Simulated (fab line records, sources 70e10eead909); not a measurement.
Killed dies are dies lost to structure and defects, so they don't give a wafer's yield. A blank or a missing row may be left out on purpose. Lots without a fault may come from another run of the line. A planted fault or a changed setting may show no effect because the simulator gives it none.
Chamber matching | flow nand_harc | NHARC_A_STAIRCASE_DESCUM_312 on rie_diel-04: 4 sister chambers
The step chemistry O2, time 3 s. 14 wafers are shown with their chamber, then 7 later ones without.

WAFERS WITH THEIR CHAMBER
wafer  | chamber | drypump_motor_current_A (A) | showerhead_plenum_p_Torr (Torr) | rf_vpp_V (V)
L074.4 | 0       | 6.0                         | 1.96                            | 57.5
L074.5 | 0       | 6.0                         | 1.96                            | 58.4
L074.6 | 1       | 6.2                         | 1.77                            | 57.8
L076.1 | 1       | 6.1                         | 1.76                            | 57.7
L076.3 | 3       | 6.1                         | 2.01                            | 60.4
L076.4 | 2       | 5.6                         | 1.78                            | 56.0
L085.1 | 1       | 6.2                         | 2.07                            | 58.8
L085.3 | 3       | 6.1                         | 2.01                            | 59.2
L085.6 | 1       | 6.2                         | 2.07                            | 59.4
L086.1 | 2       | 5.6                         | 1.77                            | 57.1
L086.2 | 0       | 6.0                         | 1.95                            | 58.3
L086.6 | 1       | 6.2                         | 2.07                            | 59.3
L092.2 | 1       | 6.2                         | 2.07                            | 58.0
L092.3 | 0       | 5.9                         | 1.95                            | 58.7

SIGNATURES (means of the wafers above)
reading                  | chamber 0 | chamber 1 | chamber 2 | chamber 3 | scatter within a chamber
drypump_motor_current_A  | 5.975     | 6.183     | 5.600     | 6.100     | 0.0398
showerhead_plenum_p_Torr | 1.9550    | 1.9683    | 1.7750    | 2.0100    | 0.111
rf_vpp_V                 | 58.225    | 58.500    | 56.550    | 59.800    | 0.709
Rule: a wafer's distance from a chamber is the root of the sum, over the readings, of the square of ((its reading less the chamber's mean) divided by the reading's scatter). The wafer belongs to the nearest chamber; if the next one is less than 2 further off, it can't be placed. The scatter: the root of (the sum of the squares of (reading less its chamber's mean) over the shown wafers, divided by (wafers less chambers)).

WAFERS WITHOUT THEIR CHAMBER
wafer  | drypump_motor_current_A (A) | showerhead_plenum_p_Torr (Torr) | rf_vpp_V (V)
L092.4 | 5.6                         | 1.77                            | 57.0
L088.1 | 6.2                         | 2.07                            | 58.3
L088.4 | 5.7                         | 1.77                            | 57.2
L088.6 | 6.0                         | 2.00                            | 57.7
L093.1 | 6.2                         | 2.07                            | 59.1
L093.3 | 6.0                         | 1.95                            | 57.0
L093.6 | 5.6                         | 1.77                            | 58.1

WHICH CHAMBER EACH WENT THROUGH
wafer  | from the rows above     | in truth
L092.4 | 2                       | 2
L088.1 | 1                       | 1
L088.4 | 2                       | 2
L088.6 | 0                       | 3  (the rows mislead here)
L093.1 | can't be placed: 1 or 3 | 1
L093.3 | 0                       | 0
L093.6 | 2                       | 2
Placed correctly: 5 of 7. Can't be placed from these rows: 1 (the true chamber is among the candidates in 1). Placed wrongly: 1.
